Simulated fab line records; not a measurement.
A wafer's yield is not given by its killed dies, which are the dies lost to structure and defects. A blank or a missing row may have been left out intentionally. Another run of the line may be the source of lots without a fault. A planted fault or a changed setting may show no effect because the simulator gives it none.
fab line records / flow n5Finfet
[record] lots = 7 wafers = 21
route steps=1938 shown PASSIVATION@1930
startH: the number of hours between the record's first day and the start of the first shown wafer of the lot / waitH: hours elapsed since this lot's preceding step / " identical to the entry in the row above / L1.1+2: several wafers, shown together as one row / - no value, or no start was given / * or withheld: withheld / < > ~ a bound
route shown NAME@n: NAME is a module with steps in the file, n the number in the route of the first one / usual: mean/standard deviation of fault-free wafers / same: alike in all rows / chamber/n: place in a boat / sites: the reading at each site / _std_site: standard deviation of those values / _edge_site: inner sites' mean taken away from outer sites' mean / radiusMm: how far each site lies from the wafer's centre / mask NAME#n: copy n / behind: tool/chamber where the wafer was last shaped / hold: cause of the lot's hold/its duration in hours/its outcome / device: whichever transistor did not switch (one of n, p or np) / end of line: tests of these same wafers at the route's end / a step with no rows: only its recipe / killed: dies that structure and defects cost at the first sort, which is not the same as the wafer's yield / map: per-die view of a wafer (x killed, . not killed, _ where there is no die)
set.NAME: the setting the step ran with; set.NAME@STEP: the setting that earlier step ran with / model.NAME: the simulator's own value behind a step, which no gauge read
one table per step and one row per wafer, for lots whose settings were changed on purpose
[[steps]]
[step N5_PASSIVATION_ETCH_54]
[recipe] chemistry = CHF3/O2 target = SiO2 targetDepthA = 8800 CHF3_flow_sccm = 50 O2_flow_sccm = 5 Ar_flow_sccm = 200 timeS = 440 maskMaterial = PR pressureMtorr = 30 sourceW = 650 biasW = 170 ionEnergyEv = 200
lot.wafer=L077.2 tool=rieDiel-01 chamber=2 startH=288.98 waitH=0.1 set.timeS=440 model.etch.depthNm=878.1 model.PASSIVATION.featureDepthNm=878.2
lot.wafer=L077.3 tool=rieDiel-01 chamber=1 startH=288.98 waitH=0.1 set.timeS=440 model.etch.depthNm=898.3 model.PASSIVATION.featureDepthNm=898.2
lot.wafer=L077.4 tool=rieDiel-01 chamber=3 startH=288.98 waitH=0.1 set.timeS=440 model.etch.depthNm=904.3 model.PASSIVATION.featureDepthNm=904.2
lot.wafer=L076.1 tool=rieDiel-06 chamber=2 startH=295.28 waitH=0.1 set.timeS=440 model.etch.depthNm=912.1 model.PASSIVATION.featureDepthNm=912.2
lot.wafer=L076.3 tool=rieDiel-06 chamber=0 startH=295.28 waitH=0.1 set.timeS=440 model.etch.depthNm=856.6 model.PASSIVATION.featureDepthNm=856.6
lot.wafer=L076.5 tool=rieDiel-06 chamber=3 startH=295.28 waitH=0.1 set.timeS=440 model.etch.depthNm=865.1 model.PASSIVATION.featureDepthNm=865
lot.wafer=L080.1 tool=rieDiel-04 chamber=3 startH=328.53 waitH=0.1 set.timeS=440 model.etch.depthNm=865 model.PASSIVATION.featureDepthNm=865
lot.wafer=L080.3 tool=rieDiel-04 chamber=1 startH=328.53 waitH=0.1 set.timeS=469 model.etch.depthNm=975.8 model.PASSIVATION.featureDepthNm=975.8
lot.wafer=L080.6 tool=rieDiel-04 chamber=0 startH=328.53 waitH=0.1 set.timeS=440 model.etch.depthNm=873.2 model.PASSIVATION.featureDepthNm=873.2
lot.wafer=L085.1 tool=rieDiel-01 chamber=0 startH=354.15 waitH=0.1 set.timeS=378.7 model.etch.depthNm=762.6 model.PASSIVATION.featureDepthNm=762.6
lot.wafer=L085.3 tool=rieDiel-01 chamber=1 startH=354.15 waitH=0.1 set.timeS=378.7 model.etch.depthNm=767.1 model.PASSIVATION.featureDepthNm=767.2
lot.wafer=L085.6 tool=rieDiel-01 chamber=3 startH=354.15 waitH=0.1 set.timeS=440 model.etch.depthNm=900.1 model.PASSIVATION.featureDepthNm=900
lot.wafer=L088.2 tool=rieDiel-01 chamber=0 startH=365.92 waitH=0.1 set.timeS=440 model.etch.depthNm=893.3 model.PASSIVATION.featureDepthNm=893.4
lot.wafer=L088.4 tool=rieDiel-01 chamber=2 startH=365.92 waitH=0.1 set.timeS=409.4 model.etch.depthNm=818.7 model.PASSIVATION.featureDepthNm=818.6
lot.wafer=L088.6 tool=rieDiel-01 chamber=2 startH=365.92 waitH=0.1 set.timeS=440 model.etch.depthNm=864.9 model.PASSIVATION.featureDepthNm=864.8
lot.wafer=L093.3 tool=rieDiel-06 chamber=0 startH=396.01 waitH=0.1 set.timeS=440 model.etch.depthNm=927.9 model.PASSIVATION.featureDepthNm=927.8
lot.wafer=L093.4 tool=rieDiel-06 chamber=2 startH=396.01 waitH=0.1 set.timeS=440 model.etch.depthNm=927.3 model.PASSIVATION.featureDepthNm=927.4
lot.wafer=L093.6 tool=rieDiel-06 chamber=0 startH=396.01 waitH=0.1 set.timeS=440 model.etch.depthNm=924.6 model.PASSIVATION.featureDepthNm=924.6
lot.wafer=L095.1 tool=rieDiel-04 chamber=1 startH=404.71 waitH=0.1 set.timeS=401.2 model.etch.depthNm=822 model.PASSIVATION.featureDepthNm=822
lot.wafer=L095.2 tool=rieDiel-04 chamber=0 startH=404.71 waitH=0.1 set.timeS=401.2 model.etch.depthNm=789.4 model.PASSIVATION.featureDepthNm=789.4
lot.wafer=L095.4 tool=rieDiel-04 chamber=3 startH=404.71 waitH=0.1 set.timeS=401.2 model.etch.depthNm=786.2 model.PASSIVATION.featureDepthNm=786.2
[step N5_PASSIVATION_STRIP_48]
[recipe] chemistry = O2 powerW = 600 tempC = 60 pressureMtorr = 30 rfFrequencyHz = 6e+07 biasPowerW = 0 overashFraction = 0.5 o2FlowSccm = 225
[step N5_PASSIVATION_STRIP_52]
[recipe] chemistry = postEtchResidueRemover timeS = 1200 tempC = 72.5
[step N5_PASSIVATION_SRD_72]
[recipe] dry = ipaMarangoni timeS = 30 tempC = 23 rinseLiquid = diw
[step N5_PASSIVATION_ANNEAL_56]
[recipe] tempC = 400 timeS = 1800 ambient = FGA idleTempC = 300 rampUpCPerMin = 5 rampDownCPerMin = 3
[step N5_PASSIVATION_PROBE_49]
[usual] defectLimitedYield = 91.1/1.4 killed_at_M0_to_M3 = 34/9.7 killed_at_M4_up = 13/5.1 killedAtContacts = 14/6.3 killedAtFrontEnd = 40/11 killedAtOther = 3.5/2.7 killedDies = 105/16 killedOpen = 70/12 killedShort = 34/7.8 sort_bin_4_leakage = 0.02/0.13 sort_bin_5_function = 5.2/0.88 sort_bin_6_memory = 3.3/0.7 sortNPass = 1074/17 sortYieldPct = 91.0/1.5
[same] grossDies = 1180 killedAtBackSide = 0 sort_bin_8_speed[%] = 0
lot.wafer=L077.2 tool=prober-01 chamber=- startH=291.83 waitH=0.1 set.timeS@PASSIVATION_PASS_ETCH_47=385 defectLimitedYield[%]=91.2 killed_at_M0_to_M3=42 killed_at_M4_up=14 killedAtContacts=23 killedAtFrontEnd=25 killedAtOther=0 killedDies=104 killedOpen=73 killedShort=30 sort_bin_4_leakage[%]=0 sort_bin_5_function[%]=5.7 sort_bin_6_memory[%]=2.9 sortNPass=1076 sortYieldPct[%]=91.2
lot.wafer=L077.3 tool=prober-01 chamber=- startH=291.88 waitH=0.1 set.timeS@PASSIVATION_PASS_ETCH_47=409.3 defectLimitedYield[%]=90.7 killed_at_M0_to_M3=43 killed_at_M4_up=8 killedAtContacts=17 killedAtFrontEnd=42 killedAtOther=0 killedDies=110 killedOpen=71 killedShort=34 sort_bin_4_leakage[%]=0 sort_bin_5_function[%]=6.4 sort_bin_6_memory[%]=2.2 sortNPass=1070 sortYieldPct[%]=90.7
lot.wafer=L077.4 tool=prober-01 chamber=- startH=291.93 waitH=0.2 set.timeS@PASSIVATION_PASS_ETCH_47=385 defectLimitedYield[%]=92.5 killed_at_M0_to_M3=36 killed_at_M4_up=14 killedAtContacts=18 killedAtFrontEnd=20 killedAtOther=0 killedDies=88 killedOpen=56 killedShort=30 sort_bin_4_leakage[%]=0 sort_bin_5_function[%]=4.8 sort_bin_6_memory[%]=2.4 sortNPass=1092 sortYieldPct[%]=92.5
lot.wafer=L076.1 tool=prober-02 chamber=- startH=298.07 waitH=0.0 set.timeS@PASSIVATION_PASS_ETCH_47=385 defectLimitedYield[%]=90.3 killed_at_M0_to_M3=52 killed_at_M4_up=11 killedAtContacts=13 killedAtFrontEnd=37 killedAtOther=1 killedDies=114 killedOpen=73 killedShort=40 sort_bin_4_leakage[%]=0 sort_bin_5_function[%]=5.0 sort_bin_6_memory[%]=4.0 sortNPass=1066 sortYieldPct[%]=90.3
lot.wafer=L076.3 tool=prober-02 chamber=- startH=298.17 waitH=0.1 set.timeS@PASSIVATION_PASS_ETCH_47=385 defectLimitedYield[%]=93.2 killed_at_M0_to_M3=28 killed_at_M4_up=11 killedAtContacts=11 killedAtFrontEnd=25 killedAtOther=5 killedDies=80 killedOpen=55 killedShort=24 sort_bin_4_leakage[%]=0.17 sort_bin_5_function[%]=4.2 sort_bin_6_memory[%]=2.6 sortNPass=1098 sortYieldPct[%]=93.1
lot.wafer=L076.5 tool=prober-02 chamber=- startH=298.27 waitH=0.2 set.timeS@PASSIVATION_PASS_ETCH_47=385 defectLimitedYield[%]=91.9 killed_at_M0_to_M3=32 killed_at_M4_up=12 killedAtContacts=13 killedAtFrontEnd=36 killedAtOther=2 killedDies=95 killedOpen=68 killedShort=26 sort_bin_4_leakage[%]=0 sort_bin_5_function[%]=4.5 sort_bin_6_memory[%]=3.3 sortNPass=1085 sortYieldPct[%]=91.9
lot.wafer=L080.1 tool=prober-01 chamber=- startH=331.31 waitH=0.0 set.timeS@PASSIVATION_PASS_ETCH_47=447.3 defectLimitedYield[%]=82.4 killed_at_M0_to_M3=80 killed_at_M4_up=17 killedAtContacts=86 killedAtFrontEnd=23 killedAtOther=2 killedDies=208 killedOpen=80 killedShort=36 sort_bin_4_leakage[%]=0 sort_bin_5_function[%]=9.4 sort_bin_6_memory[%]=7.6 sortNPass=972 sortYieldPct[%]=82.4
lot.wafer=L080.3 tool=prober-01 chamber=- startH=331.41 waitH=0.1 set.timeS@PASSIVATION_PASS_ETCH_47=447.3 defectLimitedYield[%]=0 killed_at_M0_to_M3=1033 killed_at_M4_up=20 killedAtContacts=81 killedAtFrontEnd=44 killedAtOther=2 killedDies=1180 killedOpen=80 killedShort=31 sort_bin_4_leakage[%]=0 sort_bin_5_function[%]=94.2 sort_bin_6_memory[%]=4.7 sortNPass=0 sortYieldPct[%]=0
lot.wafer=L080.6 tool=prober-01 chamber=- startH=331.56 waitH=0.3 set.timeS@PASSIVATION_PASS_ETCH_47=385 defectLimitedYield[%]=87.3 killed_at_M0_to_M3=72 killed_at_M4_up=11 killedAtContacts=20 killedAtFrontEnd=46 killedAtOther=1 killedDies=150 killedOpen=75 killedShort=38 sort_bin_4_leakage[%]=0 sort_bin_5_function[%]=7.5 sort_bin_6_memory[%]=4.7 sortNPass=1030 sortYieldPct[%]=87.3
lot.wafer=L085.1 tool=prober-02 chamber=- startH=357.42 waitH=0.0 set.timeS@PASSIVATION_PASS_ETCH_47=407.5 defectLimitedYield[%]=81.0 killed_at_M0_to_M3=30 killed_at_M4_up=9 killedAtContacts=14 killedAtFrontEnd=45 killedAtOther=126 killedDies=224 killedOpen=61 killedShort=37 sort_bin_4_leakage[%]=0 sort_bin_5_function[%]=15.5 sort_bin_6_memory[%]=2.8 sortNPass=956 sortYieldPct[%]=81.0
lot.wafer=L085.3 tool=prober-02 chamber=- startH=357.52 waitH=0.1 set.timeS@PASSIVATION_PASS_ETCH_47=407.5 defectLimitedYield[%]=81.1 killed_at_M0_to_M3=17 killed_at_M4_up=11 killedAtContacts=14 killedAtFrontEnd=32 killedAtOther=149 killedDies=223 killedOpen=57 killedShort=19 sort_bin_4_leakage[%]=0 sort_bin_5_function[%]=16.0 sort_bin_6_memory[%]=2.6 sortNPass=957 sortYieldPct[%]=81.1
lot.wafer=L085.6 tool=prober-02 chamber=- startH=357.67 waitH=0.3 set.timeS@PASSIVATION_PASS_ETCH_47=385 defectLimitedYield[%]=26.6 killed_at_M0_to_M3=29 killed_at_M4_up=22 killedAtContacts=36 killedAtFrontEnd=777 killedAtOther=2 killedDies=866 killedOpen=78 killedShort=41 sort_bin_4_leakage[%]=0 sort_bin_5_function[%]=48.1 sort_bin_6_memory[%]=20.0 sortNPass=314 sortYieldPct[%]=26.6
lot.wafer=L088.2 tool=prober-02 chamber=- startH=368.75 waitH=0.1 set.timeS@PASSIVATION_PASS_ETCH_47=385 defectLimitedYield[%]=86.2 killed_at_M0_to_M3=100 killed_at_M4_up=9 killedAtContacts=13 killedAtFrontEnd=41 killedAtOther=0 killedDies=163 killedOpen=66 killedShort=25 sort_bin_4_leakage[%]=0 sort_bin_5_function[%]=8.1 sort_bin_6_memory[%]=5.3 sortNPass=1017 sortYieldPct[%]=86.2
lot.wafer=L088.4 tool=prober-02 chamber=- startH=368.85 waitH=0.2 set.timeS@PASSIVATION_PASS_ETCH_47=385 defectLimitedYield[%]=91.9 killed_at_M0_to_M3=21 killed_at_M4_up=18 killedAtContacts=17 killedAtFrontEnd=39 killedAtOther=0 killedDies=95 killedOpen=55 killedShort=26 sort_bin_4_leakage[%]=0 sort_bin_5_function[%]=4.4 sort_bin_6_memory[%]=3.1 sortNPass=1085 sortYieldPct[%]=91.9
lot.wafer=L088.6 tool=prober-02 chamber=- startH=368.95 waitH=0.3 set.timeS@PASSIVATION_PASS_ETCH_47=416.4 defectLimitedYield[%]=90.4 killed_at_M0_to_M3=53 killed_at_M4_up=8 killedAtContacts=13 killedAtFrontEnd=32 killedAtOther=7 killedDies=113 killedOpen=78 killedShort=32 sort_bin_4_leakage[%]=0 sort_bin_5_function[%]=5.4 sort_bin_6_memory[%]=4.2 sortNPass=1067 sortYieldPct[%]=90.4
lot.wafer=L093.3 tool=prober-01 chamber=- startH=398.89 waitH=0.1 set.timeS@PASSIVATION_PASS_ETCH_47=385 defectLimitedYield[%]=91.4 killed_at_M0_to_M3=43 killed_at_M4_up=14 killedAtContacts=7 killedAtFrontEnd=31 killedAtOther=7 killedDies=102 killedOpen=66 killedShort=35 sort_bin_4_leakage[%]=0 sort_bin_5_function[%]=6.0 sort_bin_6_memory[%]=2.3 sortNPass=1078 sortYieldPct[%]=91.4
lot.wafer=L093.4 tool=prober-01 chamber=- startH=398.94 waitH=0.2 set.timeS@PASSIVATION_PASS_ETCH_47=385 defectLimitedYield[%]=0 killed_at_M0_to_M3=1088 killed_at_M4_up=7 killedAtContacts=15 killedAtFrontEnd=65 killedAtOther=5 killedDies=1180 killedOpen=57 killedShort=48 sort_bin_4_leakage[%]=0 sort_bin_5_function[%]=95.4 sort_bin_6_memory[%]=3.6 sortNPass=0 sortYieldPct[%]=0
lot.wafer=L093.6 tool=prober-01 chamber=- startH=399.04 waitH=0.3 set.timeS@PASSIVATION_PASS_ETCH_47=385 defectLimitedYield[%]=0 killed_at_M0_to_M3=1116 killed_at_M4_up=12 killedAtContacts=16 killedAtFrontEnd=22 killedAtOther=14 killedDies=1180 killedOpen=62 killedShort=38 sort_bin_4_leakage[%]=0 sort_bin_5_function[%]=96.5 sort_bin_6_memory[%]=3.0 sortNPass=0 sortYieldPct[%]=0
lot.wafer=L095.1 tool=prober-01 chamber=- startH=407.51 waitH=0.0 set.timeS@PASSIVATION_PASS_ETCH_47=385 defectLimitedYield[%]=91.2 killed_at_M0_to_M3=31 killed_at_M4_up=10 killedAtContacts=10 killedAtFrontEnd=52 killedAtOther=1 killedDies=104 killedOpen=73 killedShort=29 sort_bin_4_leakage[%]=0 sort_bin_5_function[%]=5.3 sort_bin_6_memory[%]=3.1 sortNPass=1076 sortYieldPct[%]=91.2
lot.wafer=L095.2 tool=prober-01 chamber=- startH=407.56 waitH=0.1 set.timeS@PASSIVATION_PASS_ETCH_47=361.4 defectLimitedYield[%]=81.8 killed_at_M0_to_M3=140 killed_at_M4_up=14 killedAtContacts=7 killedAtFrontEnd=39 killedAtOther=15 killedDies=215 killedOpen=62 killedShort=28 sort_bin_4_leakage[%]=0 sort_bin_5_function[%]=11.9 sort_bin_6_memory[%]=5.8 sortNPass=965 sortYieldPct[%]=81.8
lot.wafer=L095.4 tool=prober-01 chamber=- startH=407.66 waitH=0.2 set.timeS@PASSIVATION_PASS_ETCH_47=385 defectLimitedYield[%]=90.9 killed_at_M0_to_M3=26 killed_at_M4_up=17 killedAtContacts=15 killedAtFrontEnd=39 killedAtOther=10 killedDies=107 killedOpen=62 killedShort=34 sort_bin_4_leakage[%]=0.08 sort_bin_5_function[%]=5.1 sort_bin_6_memory[%]=3.5 sortNPass=1072 sortYieldPct[%]=90.8
// killed by level:class
L077.2 MOL_CONTACT_COAG:geometricParticle:open=17 BEOL_M0_SAQP:geometricParticle:open=17 BEOL_M2:geometricParticle:open=9 BEOL_M0_SAQP:geometricParticle:short=7 MOL_CONTACT_COAG:geometricParticle:short=6 BEOL_M4:geometricParticle:open=6 FIN_SAQP:geometricParticle:short=5 BEOL_M3:geometricParticle:open=5
L077.3 BEOL_M0_SAQP:geometricParticle:short=15 MOL_CONTACT_COAG:geometricParticle:open=14 BEOL_M0_SAQP:geometricParticle:open=13 DUMMY_GATE:geometricParticle:open=10 BEOL_M2:geometricParticle:open=7 FIN_SAQP:geometricParticle:open=5 FIN_SAQP:geometricParticle:short=5 GATE_CUT:geometricParticle:short=4
L077.4 MOL_CONTACT_COAG:geometricParticle:open=15 BEOL_M0_SAQP:geometricParticle:short=11 BEOL_M0_SAQP:geometricParticle:open=8 BEOL_M4:geometricParticle:open=6 DUMMY_GATE:geometricParticle:open=5 BEOL_M1:geometricParticle:open=5 FIN_SAQP:geometricParticle:short=4 FIN_SAQP:geometricParticle:open=4
L076.1 BEOL_M3:geometricParticle:open=14 FIN_SAQP:geometricParticle:short=9 MOL_CONTACT_COAG:geometricParticle:open=9 BEOL_M0_SAQP:geometricParticle:open=9 DUMMY_GATE:geometricParticle:open=8 BEOL_M2:geometricParticle:open=6 GATE_CUT:geometricParticle:open=5 BEOL_M0:geometricParticle:open=5
L076.3 MOL_CONTACT_COAG:geometricParticle:open=10 GATE_CUT:geometricParticle:short=7 BEOL_M2:geometricParticle:open=6 BEOL_M3:geometricParticle:open=6 STI_FIN_REVEAL:geometricParticle:open=5 BEOL_M0_SAQP:geometricParticle:short=5 BEOL_M5:geometricParticle:open=4 STARTING-WAFER:geometricParticle:short=3
L076.5 MOL_CONTACT_COAG:geometricParticle:open=12 GATE_CUT:geometricParticle:short=8 BEOL_M0_SAQP:geometricParticle:open=7 BEOL_M3:geometricParticle:open=7 BEOL_M0_SAQP:geometricParticle:short=6 DUMMY_GATE:geometricParticle:open=6 STI_FIN_REVEAL:geometricParticle:open=5 BEOL_M2:geometricParticle:open=5
L080.1 MOL_CONTACT_COAG:areaExpose=57 BEOL_M2:areaExpose=34 MOL_CONTACT_COAG:geometricParticle:open=22 BEOL_M0_SAQP:geometricParticle:short=18 BEOL_M0_SAQP:geometricParticle:open=14 STI_FIN_REVEAL:geometricParticle:open=10 BEOL_M4:geometricParticle:open=8 MOL_CONTACT_COAG:geometricParticle:short=7
L080.3 BEOL_M0_SAQP:areaAld=1006 MOL_CONTACT_COAG:areaExpose=63 BEOL_M4:geometricParticle:open=15 STI_FIN_REVEAL:geometricParticle:open=14 MOL_CONTACT_COAG:geometricParticle:open=13 FIN_SAQP:geometricParticle:short=9 BEOL_M0_SAQP:geometricParticle:open=8 DUMMY_GATE:geometricParticle:open=7
L080.6 BEOL_M2:areaExpose=37 MOL_CONTACT_COAG:geometricParticle:open=14 STI_FIN_REVEAL:geometricParticle:open=13 BEOL_M2:geometricParticle:open=10 FIN_SAQP:geometricParticle:open=6 MOL_CONTACT_COAG:geometricParticle:short=6 FIN_SAQP:geometricParticle:short=5 BEOL_M0_SAQP:geometricParticle:open=5
L085.1 PASSIVATION:areaEtch=124 FIN_SAQP:geometricParticle:short=10 BEOL_M1:geometricParticle:open=10 MOL_CONTACT_COAG:geometricParticle:open=9 STI_FIN_REVEAL:geometricParticle:open=7 BEOL_M2:geometricParticle:open=6 BEOL_M0_SAQP:geometricParticle:open=6 DUMMY_GATE:geometricParticle:open=5
L085.3 PASSIVATION:areaEtch=147 MOL_CONTACT_COAG:geometricParticle:open=12 STI_FIN_REVEAL:geometricParticle:open=9 DUMMY_GATE:geometricParticle:open=7 BEOL_M0:geometricParticle:open=4 BEOL_M2:geometricParticle:open=4 ILD0:geometricParticle:open=3 BEOL_M1:geometricParticle:open=3
L085.6 GATE_CUT:areaExpose=733 MOL_CONTACT_COAG:geometricParticle:open=20 MOL_CONTACT_COAG:areaExpose=14 BEOL_M4:geometricParticle:open=12 BEOL_M1:geometricParticle:open=10 BEOL_M0_SAQP:geometricParticle:open=7 FIN_SAQP:geometricParticle:short=6 DUMMY_GATE:geometricParticle:open=6
L088.2 BEOL_M2:areaExpose=71 FIN_SAQP:geometricParticle:open=15 FIN_SAQP:geometricParticle:short=11 MOL_CONTACT_COAG:geometricParticle:open=11 BEOL_M2:geometricParticle:open=8 BEOL_M3:geometricParticle:open=7 STI_FIN_REVEAL:geometricParticle:open=5 BEOL_M0_SAQP:geometricParticle:short=4
L088.4 FIN_SAQP:geometricParticle:open=10 BEOL_M2:geometricParticle:open=10 BEOL_M4:geometricParticle:open=8 MOL_CONTACT_COAG:geometricParticle:open=7 MOL_CONTACT_COAG:areaAld=7 STI_FIN_REVEAL:geometricParticle:open=5 HKMG_FIN:areaEtch=5 FIN_SAQP:geometricParticle:short=4
L088.6 MOL_CONTACT_COAG:geometricParticle:open=10 BEOL_M0_SAQP:geometricParticle:open=10 BEOL_M2:geometricParticle:open=10 BEOL_M3:geometricParticle:open=9 STI_FIN_REVEAL:geometricParticle:open=8 BEOL_M0_SAQP:geometricParticle:short=8 BEOL_M1:geometricParticle:open=7 FIN_SAQP:geometricParticle:open=6
L093.3 BEOL_M3:geometricParticle:open=17 BEOL_M0_SAQP:geometricParticle:short=10 BEOL_M0_SAQP:geometricParticle:open=8 FIN_SAQP:geometricParticle:short=7 BEOL_M5:geometricParticle:open=5 FIN_SAQP:geometricParticle:open=4 STI_FIN_REVEAL:geometricParticle:open=4 MOL_CONTACT_COAG:geometricParticle:open=4
L093.4 BEOL_M0_SAQP:areaAld=1044 GATE_CUT:areaExpose=27 MOL_CONTACT_COAG:geometricParticle:open=14 BEOL_M0_SAQP:geometricParticle:open=10 FIN_SAQP:geometricParticle:short=9 GATE_CUT:geometricParticle:short=9 BEOL_M0_SAQP:geometricParticle:short=8 BEOL_M2:geometricParticle:open=8
L093.6 BEOL_M0_SAQP:areaAld=1078 MOL_CONTACT_COAG:geometricParticle:open=13 BEOL_M1:geometricParticle:open=10 BEOL_M3:geometricParticle:open=6 GATE_CUT:geometricParticle:short=6 BEOL_M0_SAQP:geometricParticle:short=5 MIM_TOP_ETCH:geometricParticle:short=5 BEOL_M2:geometricParticle:open=5
L095.1 FIN_SAQP:geometricParticle:open=14 FIN_SAQP:geometricParticle:short=10 BEOL_M0_SAQP:geometricParticle:open=10 MOL_CONTACT_COAG:geometricParticle:open=9 STI_FIN_REVEAL:geometricParticle:open=6 BEOL_M3:geometricParticle:open=6 BEOL_M0_SAQP:geometricParticle:short=4 BEOL_M2:geometricParticle:open=4
L095.2 BEOL_M2:areaExpose=110 PASSIVATION:areaEtch=13 FIN_SAQP:geometricParticle:open=10 BEOL_M0_SAQP:geometricParticle:open=9 BEOL_M4:geometricParticle:open=7 FIN_SAQP:geometricParticle:short=5 MOL_CONTACT_COAG:geometricParticle:open=5 BEOL_M1:geometricParticle:open=5
L095.4 MOL_CONTACT_COAG:geometricParticle:open=14 BEOL_M0_SAQP:geometricParticle:open=9 BEOL_M4:geometricParticle:open=9 PASSIVATION:areaEtch=7 SPACER0:geometricParticle:open=5 GATE_CUT:geometricParticle:short=5 BEOL_M0_SAQP:geometricParticle:short=5 FIN_SAQP:geometricParticle:short=4
[[key]]
[split] step = N5_PASSIVATION_ETCH_54 setting = timeS stated = 440 by = wafer
[response] step = N5_PASSIVATION_ETCH_54 reading = model.etch.depthNm change = +10.5 per = 1% r = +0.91
[response] step = N5_PASSIVATION_ETCH_54 reading = model.PASSIVATION.featureDepthNm change = +10.5 per = 1% r = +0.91
split outsideThisFile step=N5_PASSIVATION_PASS_ETCH_47 setting=timeS
// split outsideThisFile: this setting was split too, and the file shows its column; the key of that split is in another file
